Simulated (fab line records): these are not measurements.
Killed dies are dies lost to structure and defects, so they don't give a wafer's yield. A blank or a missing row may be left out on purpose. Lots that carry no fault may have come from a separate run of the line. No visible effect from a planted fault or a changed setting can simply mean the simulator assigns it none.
3 desks looking at one fault :: flow nandHarc :: each desk holds nothing but its own numbers, with what lay behind them at the end

THE DEFECT DESK
For each lot, the counts of the inspections along the route, averaged over the sampled wafers that have a number. Any lot whose mean is over 4 standard deviations away from the usual mean is out of limits and marked OUT; that distance is given in the brackets.
Columns: A = rawDefectCount at NHARC_P_M1_INSPECT_11, usual 4.3
lot: L438
first seen here: day 6 04:49
A: 3.3

lot: L439
first seen here: day 6 18:03
A: 5.7

lot: L446
first seen here: day 9 14:04
A: 4.0

lot: L448
first seen here: day 10 17:56
A: 5.0

lot: L451
first seen here: day 11 10:30
A: 3.7

lot: L452
first seen here: day 12 07:07
A: 5.0

lot: L454
first seen here: day 12 22:18
A: 4.0

lot: L455
first seen here: day 13 06:18
A: 4.0

lot: L456
first seen here: day 13 23:13
A: 3.0

lot: L457
first seen here: day 14 00:08
A: 6.0

lot: L459
first seen here: day 15 02:56
A: 4.3

lot: L460
first seen here: day 15 11:55
A: 8.3

lot: L461
first seen here: day 15 19:47
A: 3.3
Result from this desk: across the 13 lots, nothing is out of limits.

METROLOGY DESK
Means of the sampled wafers that have a number, per lot and without regard to the tool the lot ran on: this is what the gauges read. Any lot whose mean is over 4 standard deviations away from the usual mean is out of limits and marked OUT; that distance is given in the brackets.
Columns: A = cdNm at NHARC_P_M1_CD_MEAS_09, usual 130.0 nm
lot: L438
first seen here: day 6 04:41
A: 130.1

lot: L439
first seen here: day 6 17:56
A: 130.8

lot: L446
first seen here: day 9 13:56
A: 130.5

lot: L448
first seen here: day 10 17:49
A: 131.2

lot: L451
first seen here: day 11 10:23
A: 129.8

lot: L452
first seen here: day 12 07:00
A: 129.8

lot: L454
first seen here: day 12 22:10
A: 130.0

lot: L455
first seen here: day 13 06:11
A: 128.7

lot: L456
first seen here: day 13 23:05
A: 130.4

lot: L457
first seen here: day 14 00:01
A: 130.6

lot: L459
first seen here: day 15 02:49
A: 130.6

lot: L460
first seen here: day 15 11:48
A: 130.7

lot: L461
first seen here: day 15 19:40
A: 131.3
Result from this desk: across the 13 lots, nothing is out of limits.

THE TOOL OWNER'S DESK: lithoTrack-06
The tool's own readings at NHARC_P_M1_SOFTBAKE_04 (time 55 s): means of the sampled wafers that have a number, for each lot that ran on this tool. Any lot whose mean is over 4 standard deviations away from the usual mean is out of limits and marked OUT; that distance is given in the brackets.
Columns: A = heaterPowerTotalW at NHARC_P_M1_SOFTBAKE_04, usual 188.45 W
lot: L446
first seen here: day 9 13:00
A: 177.31 (-74) OUT

lot: L448
first seen here: day 10 17:00
A: 177.61 (-72) OUT

lot: L455
first seen here: day 13 05:00
A: 188.31
Finding of this desk: L446, L448 out of limits; the first was L446 at day 9 13:00, on heaterPowerTotalW at NHARC_P_M1_SOFTBAKE_04. L455 stayed within limits.

BROUGHT TOGETHER
On L446, L448, at day 9 13:00, an alarm was possible from the tool owner's desk.
The defect desk saw nothing out of limits.
Nothing out of limits was seen by the metrology desk.
The defect desk has L446, L448 on record, within its limits.
The metrology desk holds a record of L446, L448, inside its limits.
NHARC_P_M1_SOFTBAKE_04 was run on lithoTrack-06 by each of the lots named.

WHAT HAD BEEN PUT IN BY THE SIMULATOR
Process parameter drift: lithoTrack-06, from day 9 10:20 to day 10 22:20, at NHARC_P_M1_SOFTBAKE_04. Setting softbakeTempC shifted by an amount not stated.
Struck lots among those shown: L446, L448.
How many hours passed from the start of the fault until each desk's first out-of-limits reading: the tool owner's desk, 3.
